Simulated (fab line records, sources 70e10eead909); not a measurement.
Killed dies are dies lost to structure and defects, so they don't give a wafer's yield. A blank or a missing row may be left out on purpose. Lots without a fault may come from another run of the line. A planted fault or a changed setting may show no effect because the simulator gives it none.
A struck lot beside a sound one | flow nand_harc | 14 steps out of a route of 1302
Sound: wafers L919.1, L919.2, L919.5. Struck: wafer L927.6. (L927.3 of the same lot was not struck and is left out.) The cause comes at the end.
At each step with rows: each side's tool, then ch and its chambers, then its first start. Under that, the readings that differ: sound wafers | struck wafers | difference of the means | sigmas: that difference in standard deviations of wafers without a fault.
alike: readings whose means differ by less than 2 such deviations, and words and numbers that are the same on both sides. not compared: withheld readings, readings that some wafer has no value for, bounds like >300 that may hide the same value, and numbers for which the record gives no deviation and whose values overlap.
The two part at a step that has a row with sigmas, a row that says differs or no value, or rows on one side only. Numbers that don't overlap but have no deviation are shown without sigmas and don't part them. A reading that every wafer of one side lacks parts them only if that side has two wafers or more.

first, 4 steps without rows for these wafers: NHARC_A_STAIRCASE_EXPOSE_06 (exposes mask STAIR); NHARC_A_STAIRCASE_PEB_07 (peb time 130 s); NHARC_A_STAIRCASE_DEVELOP_08 (time 140 s); NHARC_A_STAIRCASE_HARDBAKE_10 (time 140 s).
NHARC_A_STAIRCASE_DESCUM_11: chemistry O2, time 3 s.
  sound on rie_diel-02 ch 1,3, day 15 21:48; struck on rie_diel-02 ch 1, day 19 23:21
  alike: drypump_motor_current_A, o2_flow_sccm, oes_product_au, rf_vpp_V, showerhead_plenum_p_Torr, throttle_valve_pct
  not compared: rf_hours_counter_h
then, 3 steps without rows for these wafers: NHARC_A_STAIRCASE_TRIM_12 (chemistry O2, time 211.2 s); NHARC_A_STAIRCASE_ETCH_13 (etches the open film in C4F8/O2, target depth 100 nm, time 40.5 s); NHARC_A_STAIRCASE_TRIM_14 (chemistry O2, time 211.2 s).
NHARC_A_STAIRCASE_ETCH_15: etches the open film in C4F8/O2, target depth 100 nm, time 40.5 s.
  sound on rie_diel-02 ch 0,1,3; struck on rie_diel-02 ch 1
  reading               | sound             | struck | difference | sigmas
  oes_product_au (a.u.) | 0.969 0.953 0.966 | 0.923  | -0.040     | -4
  alike: rf_vpp_V
  not compared: rf_hours_counter_h
NHARC_A_STAIRCASE_TRIM_16: chemistry O2, time 211.2 s.
  sound on rie_diel-02 ch 0,1,3; struck on rie_diel-02 ch 1
  alike: drypump_motor_current_A, o2_flow_sccm, oes_product_au, rf_vpp_V, run_length_s, showerhead_plenum_p_Torr, throttle_valve_pct
  not compared: rf_hours_counter_h
NHARC_A_STAIRCASE_ETCH_17: etches the open film in C4F8/O2, target depth 100 nm, time 40.5 s.
  sound on rie_diel-02 ch 1,2,3; struck on rie_diel-02 ch 3
  alike: oes_product_au, rf_vpp_V
  not compared: rf_hours_counter_h
NHARC_A_STAIRCASE_TRIM_18: chemistry O2, time 211.2 s.
  sound on rie_diel-02 ch 1,2,3, day 15 22:36; struck on rie_diel-02 ch 2, day 20 00:10
  reading          | sound             | struck | difference | sigmas
  run_length_s (s) | 232.3 232.3 232.6 | 170.9  | -61.5      | -99 or more
  alike: drypump_motor_current_A, o2_flow_sccm, oes_product_au, rf_vpp_V, showerhead_plenum_p_Torr, throttle_valve_pct
  not compared: rf_hours_counter_h
NHARC_A_STAIRCASE_ETCH_19: etches the open film in C4F8/O2, target depth 100 nm, time 40.5 s.
  sound on rie_diel-02 ch 0,1,3; struck on rie_diel-02 ch 0
  reading      | sound       | struck | difference | sigmas
  rf_vpp_V (V) | 894 888 893 | 906    | +14        | +3
  alike: oes_product_au
  not compared: rf_hours_counter_h
-- the record jumps here: 9 days lie between the struck wafers' starts before and after (it left off in module A_STAIRCASE and takes up again in module END, whose first step shown is number 1302 of the route) --
NHARC_END_SORT_01:
  the record has rows for the struck wafers here (prober-01 ch 0, day 28 19:40) and none for the sound ones

WHERE THEY PART
First at NHARC_A_STAIRCASE_ETCH_15; last, within this record, at NHARC_END_SORT_01.

WHY: what the simulator had put in
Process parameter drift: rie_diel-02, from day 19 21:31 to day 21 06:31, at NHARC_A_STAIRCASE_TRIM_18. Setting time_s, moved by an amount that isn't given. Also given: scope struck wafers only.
